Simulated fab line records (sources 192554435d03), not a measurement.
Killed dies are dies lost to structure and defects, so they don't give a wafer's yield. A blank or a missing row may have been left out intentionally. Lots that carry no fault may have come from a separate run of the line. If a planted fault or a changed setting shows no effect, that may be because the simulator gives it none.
fab line records	flow n5_finfet
record: lots: 3	wafers: 9	last_day: 17
route steps=1938 shown BEOL_M2@919 BEOL_M3@931 PASSIVATION@1936
lots with no fault: from the same line, run without faults
start_h: the number of hours between the record's first day and the start of the first shown wafer of the lot	wait_h: hours from the lot's prior step to this one	" the same as in the row above	L1.1+2: one row covering several wafers at once	- no value, or no start given	* or withheld: withheld	< > ~ a bound
route shown NAME@n: NAME is a module with steps in the file, n the number in the route of the first one	usual: mean/standard deviation of fault-free wafers	same: alike in all rows	chamber/n: place in a boat	sites: readings site by site	_std_site: the values' standard deviation	_edge_site: mean of outer sites minus mean of inner sites	radius_mm: for every site, how far away it sits from the centre of the wafer	mask NAME#n: copy n	behind: the last tool/chamber to shape the wafer	hold: why the lot went on hold/how many hours it stayed there/how the hold came to an end	device: which transistor (n, p or np) failed to switch	end of line: tests run on the same wafers once the route is complete	a step with no rows: only its recipe	killed: the dies lost at the first sort to structure and to defects; this is not the yield of the wafer	map: a wafer's dies, marking killed ones x, the rest . and places with no die _
set.NAME: the run value of the setting; set.NAME@STEP: its run value at that earlier step	model.NAME: the simulator's own value behind a step, which no gauge read
a table for each step, a row for each wafer; lots at some steps of the route
services: when a tool's chamber went out of use (start_h, in hours from the record's first day, below 0 if earlier), for how many hours, and the reason
== steps ==
step: N5_BEOL_M2_ANNEAL_95
recipe: temp_c: 400	time_s: 240	ambient: vacuum
step: N5_BEOL_M2_SPUTTER_96
recipe: material: Cu	target_thk_a: 45	temp_c: -20	chamber_pressure_pa: 0.07	power_w: withheld	time_s: 8.29
step: N5_BEOL_M2_ECD_50
recipe: material: Cu	target_thk_a: 3000
step: N5_BEOL_M2_ANNEAL_51
recipe: temp_c: 225	time_s: 90	ambient: N2
step: N5_BEOL_M2_CMP_52
recipe: stop_on: SiOC	t_overpolish_s: 6.8	down_force_psi: 1	platen_rpm: 50	clearing_platen_down_force_psi: 1.5	clearing_platen_rpm: 50	post_cmp_clean: cu_alkaline	target_thk_nm: 40	clearing_platen_pad_velocity_m_s: 0.99484	pad_velocity_m_s: 0.99484
step: N5_BEOL_M2_PRE_CLEAN_60
recipe: gas: NH3/H2	time_s: 15	temp_c: *	rf_power_w: 300
step: N5_BEOL_M2_CO_CAP_55
recipe: material: Co	target_thk_a: 20	temp_c: 200	precursor: CCTBA/H2	pressure_torr: 30	time_s: 102.1
step: N5_BEOL_M2_PRE_CLEAN_56
recipe: gas: NH3	time_s: 15	temp_c: withheld	rf_power_w: 300
step: N5_BEOL_M2_DEP_57
recipe: material: SiCN	target_thk_a: 80	temp_c: withheld	precursor: 3MS/NH3	pressure_torr: 3	rf_w: 202	time_s: 14
step: N5_BEOL_M3_ILD_DEP_00
recipe: material: SiOC	target_thk_a: 790	temp_c: 350	precursor: DEMS/O2	pressure_torr: 5	rf_w: 500	time_s: 15.3
usual: heater_power_w: 462/59	showerhead_plenum_p_Torr: 5.692/0.017	throttle_valve_pct: 12.2/0.57
lot.wafer	tool	chamber	start_h	wait_h	heater_power_w	showerhead_plenum_p_Torr	throttle_valve_pct
L958.1	pecvd-01	0	184.85	0.0	554	5.702	12.5
L958.3	"	2	"	"	538	5.714	11.0
L958.5	"	0	"	"	567	5.714	12.5
L968.1	pecvd-02	2	224.98	0.0	378	5.697	12.0
L968.3	"	0	"	"	508	5.673	12.7
L968.4	"	0	"	"	523	5.663	12.7
L971.2	pecvd-02	1	247.58	0.0	500	5.701	13.0
L971.3	"	1	"	"	480	5.703	12.9
L971.4	"	0	"	"	488	5.675	12.6
step: N5_BEOL_M3_PECVD_72
recipe: material: SiO2	target_thk_a: 160	temp_c: 400	precursor: TEOS/O2	pressure_torr: 5.5	rf_w: 450	teos_flow_sccm: 53.8	gas: O2	flow_sccm: 3000	time_s: 18
step: N5_BEOL_M3_HM_DEP_02
recipe: material: TiN	target_thk_a: 200	temp_c: 25	chamber_pressure_pa: 0.49996
step: N5_BEOL_M3_COAT_61
recipe: resist: SOC	temp_c: 250	time_s: 60	spin_rpm: 1500	resist_thk_nm: 60
step: N5_BEOL_M3_COAT_62
recipe: resist: SiARC	temp_c: 220	time_s: 60	spin_rpm: 1500	resist_thk_nm: 12
step: N5_BEOL_M3_COAT_73
recipe: resist: underlayer	temp_c: 205	time_s: 60	spin_rpm: 1500	resist_thk_nm: 5
step: N5_BEOL_M3_COAT_05
recipe: resist: CAR-EUV	spin_rpm: 1500	resist_thk_nm: 30
step: N5_BEOL_M3_EBR_07
recipe: solvent: PGMEA	ebr_width_mm: 1.5
step: N5_BEOL_M3_SOFTBAKE_06
recipe: temp_c: 110	time_s: 60	resist: CAR-EUV
step: N5_BEOL_M3_EXPOSE_08
recipe: mask_id: M3	na: 0.33	source_shape: dipole	sigma_inner: 0.369	sigma_outer: 0.767	polarization: unpolarized	dose_mj: 33
step: N5_BEOL_M3_PEB_09
recipe: peb_temp_c: 100	peb_time_s: 60	resist: CAR-EUV
step: N5_BEOL_M3_DEVELOP_10
recipe: develop_time_s: 30	developer: TMAH	resist: CAR-EUV	rinse_liquid: surfactant_rinse	dry: air_spin	dev_temp_c: 23
step: N5_BEOL_M3_DESCUM_16
recipe: chemistry: O2	time_s: 7	source_power_w: 50	bias_power_w: 20	pressure_mtorr: 20	rf_frequency_hz: 2.712e+07	temp_c: 40	resist: CAR-EUV	o2_flow_sccm: 225
step: N5_BEOL_M3_ETCH_74
recipe: chemistry: N2/H2	target: underlayer	target_depth_a: 65	mask_material: CAR-EUV	time_s: 5.2	ion_energy_ev: 200	pressure_mtorr: 30	source_w: 840	bias_w: 150	n2_flow_sccm: 200	h2_flow_sccm: 200	ends: cleared
step: N5_BEOL_M3_ETCH_63
recipe: chemistry: CF4	target: SiARC	target_depth_a: 156	mask_material: CAR-EUV	time_s: 26	ion_energy_ev: 80	pressure_mtorr: 40	source_w: 545	bias_w: 36	Ar_flow_sccm: 100	cf4_flow_sccm: 100	ends: cleared
step: N5_BEOL_M3_ETCH_64
recipe: chemistry: N2/H2	target: SOC	target_depth_a: 750	overetch_a: 150	mask_material: SiARC	temp_c: 40	time_s: 112.5	ion_energy_ev: 200	pressure_mtorr: 30	source_w: 840	bias_w: 150	n2_flow_sccm: 200	h2_flow_sccm: 200
step: N5_BEOL_M3_STRIP_65
recipe: chemistry: N2/H2	temp_c: 40	n2_flow_sccm: 200	h2_flow_sccm: 200	rf_frequency_hz: 6e+07
step: N5_BEOL_M3_STRIP_75
recipe: chemistry: N2/H2	temp_c: 40	n2_flow_sccm: 200	h2_flow_sccm: 200	rf_frequency_hz: 6e+07
step: N5_BEOL_M3_STRIP_66
recipe: chemistry: CF4	resist: SiARC	power_w: 300	bias_power_w: 75	pressure_mtorr: 50	cf4_flow_sccm: 150	rf_frequency_hz: 6e+07
step: N5_BEOL_M3_HM_OPEN_17
recipe: chemistry: Cl2/BCl3	target_depth_a: 200	overetch_a: 60	target: TiN	mask_material: SOC	ion_energy_ev: 150	pressure_mtorr: 10	icp_w: 1000	bias_w: 126	Cl2_flow_sccm: 53.25	bcl3_flow_sccm: 21.75	Ar_flow_sccm: 25
step: N5_BEOL_M3_STRIP_19
recipe: chemistry: O2	power_w: 400	temp_c: 40	pressure_mtorr: 30	rf_frequency_hz: 6e+07	bias_power_w: 0	overash_fraction: 0.2	o2_flow_sccm: 225
step: N5_BEOL_M3_COAT_67
recipe: resist: SOC	temp_c: 250	time_s: 60	spin_rpm: 1500	resist_thk_nm: 60
step: N5_BEOL_M3_COAT_68
recipe: resist: SiARC	temp_c: 220	time_s: 60	spin_rpm: 1500	resist_thk_nm: 12
step: N5_BEOL_M3_COAT_76
recipe: resist: underlayer	temp_c: 205	time_s: 60	spin_rpm: 1500	resist_thk_nm: 5
step: N5_BEOL_M3_COAT_22
recipe: resist: CAR-EUV	spin_rpm: 1500	resist_thk_nm: 30
step: N5_PASSIVATION_PROBE_49
usual: defect_limited_yield: 91.6/1.4	killed_at_M0_to_M3: 35/10	killed_at_M4_up: 13/4.8	killed_at_contacts: 12/7.2	killed_at_front_end: 36/12	killed_at_other: 4/3.1	killed_dies: 100/17	killed_on_rim: 13/4.2	killed_open: 66/13	killed_short: 32/7.3	sort_bin_5_function: 5.0/0.94	sort_bin_6_memory: 3.1/0.67	sort_n_pass: 1080/17	sort_yield_pct: 91.6/1.4
same: gross_dies: 1180	killed_at_back_side: 0	sort_bin_4_leakage[%]: 0	sort_bin_8_speed[%]: 0
lot.wafer	tool	chamber	start_h	wait_h	defect_limited_yield[%]	killed_at_M0_to_M3	killed_at_M4_up	killed_at_contacts	killed_at_front_end	killed_at_other	killed_dies	killed_on_rim	killed_open	killed_short	sort_bin_5_function[%]	sort_bin_6_memory[%]	sort_n_pass	sort_yield_pct[%]
L968.1	prober-02	-	377.05	0.3	91.7	40	5	14	35	4	98	14	59	39	5.0	3.1	1082	91.7
L968.3	prober-02	-	377.15	0.4	91.1	35	17	5	39	9	105	14	65	40	4.7	3.8	1075	91.1
L968.4	prober-02	-	377.20	0.5	88.6	54	11	8	55	6	134	18	92	41	6.9	4.3	1046	88.6
L971.2	prober-02	-	418.19	0.1	84.7	124	7	17	31	1	180	17	44	32	10.1	3.5	1000	84.7
L971.3	prober-02	-	418.24	0.1	83.6	131	17	15	25	5	193	15	74	20	10.1	4.7	987	83.6
L971.4	prober-02	-	418.29	0.2	84.2	124	6	9	32	16	187	12	51	29	10.4	3.6	993	84.2
killed by level:class
L968.1 MOL_CONTACT_COAG:geometric_particle:open=12 FIN_SAQP:geometric_particle:short=11 BEOL_M3:geometric_particle:open=9 BEOL_M0_SAQP:geometric_particle:open=8 BEOL_M0_SAQP:geometric_particle:short=7 FIN_SAQP:geometric_particle:open=6 BEOL_M3:geometric_particle:short=5 FIN_CUT:geometric_particle:short=3
L968.3 FIN_SAQP:geometric_particle:open=13 BEOL_M4:geometric_particle:open=13 FIN_SAQP:geometric_particle:short=8 BEOL_M2:geometric_particle:open=7 BEOL_M0_SAQP:geometric_particle:short=7 BEOL_M1:geometric_particle:short=6 BEOL_M1:geometric_particle:open=6 MOL_CONTACT_COAG:geometric_particle:open=5
L968.4 BEOL_M0_SAQP:geometric_particle:open=19 FIN_SAQP:geometric_particle:open=16 STI_FIN_REVEAL:geometric_particle:open=15 BEOL_M0_SAQP:geometric_particle:short=11 BEOL_M3:geometric_particle:open=9 FIN_SAQP:geometric_particle:short=7 MOL_CONTACT_COAG:geometric_particle:open=6 BEOL_M2:geometric_particle:open=6
L971.2 BEOL_M3:unspecified=101 MOL_CONTACT_COAG:geometric_particle:open=14 BEOL_M2:geometric_particle:open=7 BEOL_M2:geometric_particle:short=6 DUMMY_GATE:geometric_particle:open=5 FIN_SAQP:geometric_particle:short=4 GATE_CUT:geometric_particle:open=4 BEOL_M0:geometric_particle:short=4
L971.3 BEOL_M3:unspecified=98 MOL_CONTACT_COAG:geometric_particle:open=14 BEOL_M1:geometric_particle:open=13 BEOL_M4:geometric_particle:open=9 BEOL_M8:geometric_particle:open=7 FIN_SAQP:geometric_particle:open=6 BEOL_M0_SAQP:geometric_particle:open=4 BEOL_M2:geometric_particle:open=4
L971.4 BEOL_M3:unspecified=103 FIN_SAQP:geometric_particle:short=8 MOL_CONTACT_COAG:geometric_particle:open=7 PAD_METAL:geometric_particle:short=6 BEOL_M1:geometric_particle:open=6 BEOL_M2:geometric_particle:open=6 FIN_SAQP:geometric_particle:open=4 SPACER0:geometric_particle:open=4
map L971.3 (x killed, . not)
_________________.......x....________________
______________.....x.........x.._____________
___________x...xx..xxxx............__________
__________.x.....xxxxxxx.x..x......._________
________......xx.xxxxxxxxx.....x......_______
_______...xx..xxxxxxxxxxx...........x.x______
______.x.....x.xxxxxxxx....x......x....._____
_____....x...xxxxxxxxxx.xxx.x....x.......____
____......x.x..xxxxxxxxxx..x..............___
___.........xx..xxxxx.xx...................__
___.........x.xxxxxxxxxx.....x..........x..__
__.x..x.......xx..xxx.x.........x..........._
__..............xx...x.....x......x.......x._
_...x............x..x....x...................
_..................xx.....x..x...............
_....x...............x........x.....x........
_......x...x...........................x...x.
_........x....x..................x...........
_................x...........................
_xx.................x..............x.x.......
_........x..x..x....x.x...........x.x.....x..
__............x..............x.............._
__x...........................x.....x.x....._
___x.......xx..........x.x.......x.........__
___............x.......x.....xx.....x......__
____.....x................................___
_____.x....................x............x____
______.......................x.........._____
_______...........x............x.......______
________.x............x.........x....._______
__________......................x..._________
___________.....x...x..............__________
______________..x...x.xx........_____________
_________________.....x......________________
map L968.4 (x killed, . not)
_________________......x.....________________
______________.x................_____________
___________...xx.....x.........x...__________
__________................x........._________
________...x..........x............x.x_______
_______....xx.....xx.............xx....______
______x.....x..........x...............x_____
_____.........x.x..x..xx..x....xxxx......____
____...........x........x.....x...........___
___.......x.....x.......xx.................__
___.......x........x....x....x.............__
__.....x..........x........................._
__.........x..................x....x........_
_...x......x......x..x...x...................
_.x...x.........xx.............x.............
_..........................xx.......x........
_.......x.............x..x............x...x..
_..xxx...x............xx.................x...
_............xx..x..................x.....x..
_..................................x.x..x....
_..x.......x...x..............xx.............
__.............x..x.....x....x.............._
__.........x.x.......x...x.........x...x...._
___..............x................x....x...__
___.........x...........x.............x.xx.__
____.....x.....xxx..................x.x.x.___
_____.x.............xx....x......x.......____
______...................x.x.......x...._____
_______.x......x......x................______
________............x...............x._______
__________x...xx...........xx.....xx_________
___________......x....x............__________
______________.................._____________
_________________..x.......x.________________
== services ==
tool	chamber	start_h	hours	kind
pecvd-01	1	161.82	2.1	scheduled_down
pecvd-02	-	173.23	2.2	repair
pecvd-01	-	200.24	6.0	pm
pecvd-02	1	202.50	1.8	repair
pecvd-02	2	219.65	2.1	scheduled_down
pecvd-01	0	226.63	2.1	scheduled_down
pecvd-02	-	240.29	0.7	repair
pecvd-02	2	245.18	15.3	repair
== key ==
first_sign: step: N5_PASSIVATION_PROBE_49	reading: killed_at_M0_to_M3	direction: up	sigmas: 8.7	usual: 35	struck: 126
effect: step: N5_PASSIVATION_PROBE_49	reading: defect_limited_yield	direction: down	sigmas: 5.2	usual: 91.6	struck: 84.2
more_kills_born_at: N5_BEOL_M3_ILD_DEP_00@pecvd-02: 302
met_at N5_BEOL_M3_ILD_DEP_00
struck_wafers L971.2,L971.3,L971.4
onset_between 224.98 247.58
also_fits time
fault: kind: chamber_particle_source	tool: pecvd-02	chamber: -	onset_h: 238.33	steps: N5_BEOL_M3_ILD_DEP_00	rate_per_visit_cm2: 0.53414	end_h: 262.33
